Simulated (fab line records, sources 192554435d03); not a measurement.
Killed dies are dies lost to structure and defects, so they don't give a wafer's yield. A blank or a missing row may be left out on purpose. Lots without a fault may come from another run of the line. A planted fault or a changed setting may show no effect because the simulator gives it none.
A struck lot beside a sound one | flow n5_finfet | 14 steps out of a route of 1938
Sound: wafers L306.1, L306.3, L306.5. Struck: wafers L312.3, L312.4, L312.5. The cause comes at the end.
At each step with rows: each side's tool, then ch and its chambers, then its first start. Under that, the readings that differ: sound wafers | struck wafers | difference of the means | sigmas: that difference in standard deviations of wafers without a fault.
alike: readings whose means differ by less than 2 such deviations, and words and numbers that are the same on both sides. not compared: withheld readings, readings that some wafer has no value for, bounds like >300 that may hide the same value, and numbers for which the record gives no deviation and whose values overlap.
The two part at a step that has a row with sigmas, a row that says differs or no value, or rows on one side only. Numbers that don't overlap but have no deviation are shown without sigmas and don't part them. A reading that every wafer of one side lacks parts them only if that side has two wafers or more.

N5_MOL_CONTACT_COAG_ETCH_47: etches SiNx in CH3F/O2, stops on W, target depth 27 nm.
  sound on rie_diel-04 ch 0,2, day 7 20:11; struck on rie_diel-04 ch 1,3, day 9 08:25
  reading                     | sound             | struck            | difference | sigmas
  drypump_motor_current_A (A) | 4.9 5.1 5.1       | 6.2 6.2 6.0       | +1.1       | +2
  rf_fwd_power_W (W)          | 389.0 388.7 390.7 | 383.9 384.3 388.0 | -4.1       | -2
  alike: O2_flow_sccm, etch_rf_on_time_s, oes_product_au, rf_vpp_V, showerhead_plenum_p_Torr, throttle_valve_pct
  not compared: rf_hours_counter_h
N5_MOL_CONTACT_COAG_STRIP_119: strips in N2/H2, time 30 s.
  sound on plasma_asher-02 ch 1, day 7 20:16; struck on plasma_asher-02 ch 0,1, day 9 08:32
  alike: drypump_motor_current_A, heater_power_w
  not compared: rf_hours_counter_h
then, 2 steps without rows for these wafers: N5_MOL_CONTACT_COAG_PRECLEAN_144 (cleans in alkaline clean, time 60 s); N5_MOL_CONTACT_COAG_SRD_145 (time 30 s).
N5_MOL_CONTACT_COAG_CD_MEAS_137: target cd 16 nm.
  sound on cd_sem-01, day 7 20:25; struck on cd_sem-01, day 9 08:40
  alike: cd_nm
then, 7 steps without rows for these wafers: N5_MOL_CONTACT_COAG_COAT_62 (time 60 s, resist thk 60 nm); N5_MOL_CONTACT_COAG_COAT_63 (time 60 s, resist thk 10 nm); N5_MOL_CONTACT_COAG_COAT_64 (time 60 s, resist thk 10 nm); N5_MOL_CONTACT_COAG_COAT_34 (resist thk 40 nm); N5_MOL_CONTACT_COAG_EBR_36; N5_MOL_CONTACT_COAG_SOFTBAKE_35 (time 60 s); N5_MOL_CONTACT_COAG_EXPOSE_37 (exposes mask VD, defocus 0 nm).
N5_MOL_CONTACT_COAG_PEB_38: peb time 60 s.
  sound on litho_track-01 ch 0, day 7 20:40; struck on litho_track-02, day 9 08:55
  no value came back on the struck wafers for chill_plate_temp_C (C), exhaust_pa (Pa); on the sound wafers chill_plate_temp_C (C) reads 22.85 22.90 23.05
then, 1 step without rows for these wafers: N5_MOL_CONTACT_COAG_DEVELOP_39 (develop time 30 s).

WHERE THEY PART
First at N5_MOL_CONTACT_COAG_ETCH_47; last, within this record, at N5_MOL_CONTACT_COAG_PEB_38.

WHY: what the simulator had put in
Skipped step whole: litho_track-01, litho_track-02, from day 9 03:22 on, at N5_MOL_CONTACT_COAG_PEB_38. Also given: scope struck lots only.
